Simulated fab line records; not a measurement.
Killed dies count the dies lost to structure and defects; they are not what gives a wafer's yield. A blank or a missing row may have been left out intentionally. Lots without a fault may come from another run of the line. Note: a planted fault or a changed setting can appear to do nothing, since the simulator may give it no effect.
Matching of chambers :: flow nand harc :: NHARC_A_BONDPAD_ETCH_34 on rie diel-05 has 4 sister chambers
The step etches the open film in N2/H2, target depth 60 nm, overetch 18 nm, time 65.91 s. 18 wafers are shown with their chamber, then 8 later ones without.

== WAFERS PAIRED WITH THEIR CHAMBERS ==
wafer: L418.2
chamber: 1
drypump motor current A (A): 5.5
run length s (s): 86.4
rf vpp V (V): 428.6

wafer: L418.3
chamber: 0
drypump motor current A (A): 4.8
run length s (s): 87.7
rf vpp V (V): 428.5

wafer: L418.6
chamber: 2
drypump motor current A (A): 5.8
run length s (s): 87.5
rf vpp V (V): 428.7

wafer: L419.1
chamber: 0
drypump motor current A (A): 4.8
run length s (s): 87.2
rf vpp V (V): 428.1

wafer: L419.4
chamber: 3
drypump motor current A (A): 5.9
run length s (s): 87.5
rf vpp V (V): 430.6

wafer: L419.6
chamber: 2
drypump motor current A (A): 5.8
run length s (s): 87.7
rf vpp V (V): 428.9

wafer: L421.1
chamber: 2
drypump motor current A (A): 5.8
run length s (s): 87.8
rf vpp V (V): 427.9

wafer: L421.5
chamber: 2
drypump motor current A (A): 5.8
run length s (s): 87.5
rf vpp V (V): 427.4

wafer: L421.6
chamber: 3
drypump motor current A (A): 5.8
run length s (s): 87.5
rf vpp V (V): 431.0

wafer: L423.2
chamber: 2
drypump motor current A (A): 5.8
run length s (s): 87.7
rf vpp V (V): 428.6

wafer: L423.3
chamber: 0
drypump motor current A (A): 4.8
run length s (s): 87.0
rf vpp V (V): 428.6

wafer: L423.6
chamber: 1
drypump motor current A (A): 5.5
run length s (s): 86.7
rf vpp V (V): 428.2

wafer: L426.2
chamber: 0
drypump motor current A (A): 4.8
run length s (s): 87.5
rf vpp V (V): 428.9

wafer: L426.3
chamber: 3
drypump motor current A (A): 5.9
run length s (s): 87.6
rf vpp V (V): 428.7

wafer: L426.6
chamber: 0
drypump motor current A (A): 4.8
run length s (s): 87.4
rf vpp V (V): 428.5

wafer: L425.1
chamber: 1
drypump motor current A (A): 5.5
run length s (s): 86.8
rf vpp V (V): 428.1

wafer: L425.3
chamber: 2
drypump motor current A (A): 5.8
run length s (s): 87.5
rf vpp V (V): 428.4

wafer: L425.5
chamber: 1
drypump motor current A (A): 5.5
run length s (s): 86.5
rf vpp V (V): 429.3

SIGNATURES (means of the wafers above)
reading: drypump motor current A
chamber 0: 4.800
chamber 1: 5.500
chamber 2: 5.800
chamber 3: 5.867
scatter within a chamber: 0.0218

reading: run length s
chamber 0: 87.360
chamber 1: 86.600
chamber 2: 87.617
chamber 3: 87.533
scatter within a chamber: 0.187

reading: rf vpp V
chamber 0: 428.520
chamber 1: 428.550
chamber 2: 428.317
chamber 3: 430.100
scatter within a chamber: 0.645
Rule: distance of a wafer from a chamber = root of the sum over the readings of ((wafer's reading minus chamber's mean) / reading's scatter) squared. The wafer belongs to the nearest chamber; if the next one is less than 2 further off, it can't be placed. The scatter: the root of (the sum of the squares of (reading less its chamber's mean) over the shown wafers, divided by (wafers less chambers)).

== WAFERS WITH NO CHAMBER GIVEN ==
wafer: L429.1
drypump motor current A (A): 4.8
run length s (s): 87.6
rf vpp V (V): 427.3

wafer: L429.2
drypump motor current A (A): 5.5
run length s (s): 86.6
rf vpp V (V): 428.7

wafer: L429.3
drypump motor current A (A): 5.9
run length s (s): 87.0
rf vpp V (V): 429.2

wafer: L431.3
drypump motor current A (A): 4.8
run length s (s): 87.0
rf vpp V (V): 430.2

wafer: L431.5
drypump motor current A (A): 4.8
run length s (s): 87.5
rf vpp V (V): 428.1

wafer: L431.6
drypump motor current A (A): 5.5
run length s (s): 86.9
rf vpp V (V): 429.4

wafer: L439.1
drypump motor current A (A): 5.8
run length s (s): 87.4
rf vpp V (V): 427.9

wafer: L439.4
drypump motor current A (A): 4.8
run length s (s): 87.5
rf vpp V (V): 429.2

== CHAMBER TAKEN BY EACH ==
wafer: L429.1
from the rows above: 0
in truth: 0

wafer: L429.2
from the rows above: 1
in truth: 1

wafer: L429.3
from the rows above: 3
in truth: 3

wafer: L431.3
from the rows above: 0
in truth: 0

wafer: L431.5
from the rows above: 0
in truth: 0

wafer: L431.6
from the rows above: 1
in truth: 1

wafer: L439.1
from the rows above: 2
in truth: 2

wafer: L439.4
from the rows above: 0
in truth: 0
Correct placement for 8 of the 8. Not placeable from these rows: 0. Wrongly placed: 0.
